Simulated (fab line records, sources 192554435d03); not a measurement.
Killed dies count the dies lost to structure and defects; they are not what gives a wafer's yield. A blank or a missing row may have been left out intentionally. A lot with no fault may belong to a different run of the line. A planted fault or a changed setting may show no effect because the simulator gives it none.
The tool behind it: which one? :: flow n5Finfet :: 36 wafers from 12 lots sampled at 3 of the route's 1938 steps

## WHAT THE GAUGES SHOWED, per wafer
N5_BEOL_M13_OVL_MEAS_11.
lot: L077
measured: day 14 20:39
on: overlay-02
V12_OVL (nm): -1 2 1

lot: L076
measured: day 15 06:38
on: overlay-01
V12_OVL (nm): -1 -2 0

lot: L080
measured: day 15 23:51
on: overlay-02
V12_OVL (nm): 10 7 12

lot: L079
measured: day 16 16:07
on: overlay-02
V12_OVL (nm): 7 17 7

lot: L081
measured: day 17 14:00
on: overlay-02
V12_OVL (nm): 2 -7 -1

lot: L084
measured: day 17 19:08
on: overlay-02
V12_OVL (nm): 4 8 11

lot: L085
measured: day 18 05:12
on: overlay-02
V12_OVL (nm): 10 7 10

lot: L087
measured: day 18 23:29
on: overlay-02
V12_OVL (nm): -5 4 2

lot: L091
measured: day 19 03:59
on: overlay-02
V12_OVL (nm): -3 -4 -2

lot: L092
measured: day 19 18:28
on: overlay-02
V12_OVL (nm): -1 -2 -8

lot: L093
measured: day 20 04:20
on: overlay-02
V12_OVL (nm): -2 0 0

lot: L097
measured: day 20 11:43
on: overlay-02
V12_OVL (nm): 7 5 10

## WHAT TOOL EACH LOT RAN ON (gives the tool, then ch and the chambers of the sampled wafers, and finally the start)
lot: L077
N5_BEOL_M12_SPUTTER_43: pvdSputter-03, day 14 18:53
N5_BEOL_M12_ANNEAL_48: rtpAnneal-01 ch 0, day 14 19:26

lot: L076
N5_BEOL_M12_SPUTTER_43: pvdSputter-01, day 15 04:50
N5_BEOL_M12_ANNEAL_48: rtpAnneal-02 ch 0, day 15 05:18

lot: L080
N5_BEOL_M12_SPUTTER_43: pvdSputter-01, day 15 21:51
N5_BEOL_M12_ANNEAL_48: rtpAnneal-02 ch 0, day 15 22:28

lot: L079
N5_BEOL_M12_SPUTTER_43: pvdSputter-01, day 16 14:25
N5_BEOL_M12_ANNEAL_48: rtpAnneal-02 ch 0, day 16 14:58

lot: L081
N5_BEOL_M12_SPUTTER_43: pvdSputter-02, day 17 12:11
N5_BEOL_M12_ANNEAL_48: rtpAnneal-02 ch 0, day 17 12:41

lot: L084
N5_BEOL_M12_SPUTTER_43: pvdSputter-01, day 17 17:20
N5_BEOL_M12_ANNEAL_48: rtpAnneal-01 ch 0, day 17 17:46

lot: L085
N5_BEOL_M12_SPUTTER_43: pvdSputter-01, day 18 03:22
N5_BEOL_M12_ANNEAL_48: rtpAnneal-02 ch 0, day 18 03:50

lot: L087
N5_BEOL_M12_SPUTTER_43: pvdSputter-02, day 18 21:01
N5_BEOL_M12_ANNEAL_48: rtpAnneal-02 ch 0, day 18 22:08

lot: L091
N5_BEOL_M12_SPUTTER_43: pvdSputter-01, day 19 02:11
N5_BEOL_M12_ANNEAL_48: rtpAnneal-02 ch 0, day 19 02:42

lot: L092
N5_BEOL_M12_SPUTTER_43: pvdSputter-02, day 19 16:30
N5_BEOL_M12_ANNEAL_48: rtpAnneal-01 ch 0, day 19 17:01

lot: L093
N5_BEOL_M12_SPUTTER_43: pvdSputter-01, day 20 02:30
N5_BEOL_M12_ANNEAL_48: rtpAnneal-02 ch 0, day 20 02:58

lot: L097
N5_BEOL_M12_SPUTTER_43: pvdSputter-02, day 20 10:01
N5_BEOL_M12_ANNEAL_48: rtpAnneal-02 ch 0, day 20 10:34
- N5_BEOL_M12_SPUTTER_43: material TaN, target thk 15 nm, time 24.19 s.
- N5_BEOL_M12_ANNEAL_48: time 90 s.

## THE ANSWER, worked out from the rows above alone
Rule: usual is defined by the lots themselves. The widest of any qualifying gaps counts: lots, ordered by their means at a reading, are off when they make up no more than a third of the lots, leave a main group of 4 or more, and stand apart from it by 3 or more times the standard deviation of that group's means. If all means in a main group match to the digits the tables above print for the reading, that group is not used. A lot without any number at a reading at which 4 lots or more have one is off too. Where the step has rows for the other lots, those lots are counted as sound.
Nothing can be told from this: no lot is off at any reading shown.

## WHAT WAS PUT IN BY THE SIMULATOR
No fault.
